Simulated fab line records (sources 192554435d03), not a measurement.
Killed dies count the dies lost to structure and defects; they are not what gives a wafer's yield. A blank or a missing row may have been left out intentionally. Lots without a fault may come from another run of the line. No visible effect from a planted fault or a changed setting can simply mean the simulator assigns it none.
Matching of chambers + flow n5-finfet + N5_BEOL_M7_PECVD_70 on pecvd-02: 3 sister chambers
The step deposits SiO2 from TEOS/O2, target thk 20 nm, time 22.7 s. 3 wafers are shown with their chamber, then 10 later ones without.

## WAFERS WITH THEIR CHAMBER
| wafer  | chamber | showerhead-plenum-p-Torr (Torr) |
|--------|---------|---------------------------------|
| L079.3 | 0       | 8.83                            |
| L084.1 | 1       | 8.77                            |
| L084.2 | 2       | 8.70                            |

## WAFERS WITH NO CHAMBER GIVEN
| wafer  | showerhead-plenum-p-Torr (Torr) |
|--------|---------------------------------|
| L084.4 | 8.65                            |
| L086.1 | 8.70                            |
| L086.4 | 8.76                            |
| L086.6 | 8.68                            |
| L095.1 | 8.69                            |
| L095.2 | 8.78                            |
| L095.4 | 8.67                            |
| L096.2 | 8.74                            |
| L096.3 | 8.85                            |
| L096.5 | 8.69                            |

## THE CHAMBER EACH PASSED THROUGH
| wafer  | from the rows above     | in truth |
|--------|-------------------------|----------|
| L084.4 | 2                       | 2        |
| L086.1 | 2                       | 2        |
| L086.4 | 1                       | 1        |
| L086.6 | 2                       | 2        |
| L095.1 | 2                       | 2        |
| L095.2 | can't be placed: 1 or 0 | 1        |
| L095.4 | 2                       | 2        |
| L096.2 | can't be placed: 1 or 2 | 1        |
| L096.3 | 0                       | 0        |
| L096.5 | 2                       | 2        |
Correct placement for 8 of the 10. Not placeable from these rows: 2 (in 2, the candidates include the true chamber). Placed wrongly: 0.
How it was worked out, from the rows above alone: a wafer's distance from a chamber is the root of the sum, over the readings, of the square of ((its reading less the chamber's mean) divided by the reading's scatter). If the next closest chamber is less than 2 further off than the closest, the wafer can't be placed; otherwise it belongs to the closest. A chamber's mean is the mean of its shown wafers. The scatter: root of mean squared gap, hidden wafer to nearest shown wafer, with one shown wafer a chamber.
